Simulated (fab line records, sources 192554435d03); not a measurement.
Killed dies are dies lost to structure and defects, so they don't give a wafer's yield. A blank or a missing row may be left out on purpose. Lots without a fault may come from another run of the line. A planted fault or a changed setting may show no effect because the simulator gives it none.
Chamber matching | flow n5_finfet | N5_BEOL_M7_ILD_DEP_00 on pecvd-02: 3 sister chambers
The step deposits SiCOH lowk from DEMS/porogen, target thk 179.75 nm, time 33.4 s. 3 wafers are shown with their chamber, then 9 later ones without.

WAFERS WITH THEIR CHAMBER
wafer  | chamber | throttle_valve_pct (%)
L085.5 | 2       | 13.5
L091.4 | 0       | 13.1
L091.6 | 1       | 14.5

WAFERS WITHOUT THEIR CHAMBER
wafer  | throttle_valve_pct (%)
L092.2 | 13.6
L092.4 | 14.4
L092.6 | 13.7
L093.2 | 14.9
L093.3 | 13.0
L093.5 | 14.8
L097.3 | 12.9
L097.5 | 14.5
L097.6 | 13.1

WHICH CHAMBER EACH WENT THROUGH
wafer  | from the rows above | in truth
L092.2 | 2                   | 2
L092.4 | 1                   | 1
L092.6 | 2                   | 2
L093.2 | 1                   | 1
L093.3 | 0                   | 0
L093.5 | 1                   | 1
L097.3 | 0                   | 0
L097.5 | 1                   | 1
L097.6 | 0                   | 0
Placed correctly: 9 of 9. Can't be placed from these rows: 0. Placed wrongly: 0.
How it was worked out, from the rows above alone: a wafer's distance from a chamber is the root of the sum, over the readings, of the square of ((its reading less the chamber's mean) divided by the reading's scatter). The wafer belongs to the nearest chamber; if the next one is less than 2 further off, it can't be placed. A chamber's mean is the mean of its shown wafers. The scatter: with one shown wafer a chamber, the root of the mean of the squares of how far each hidden wafer lies from its nearest shown one.
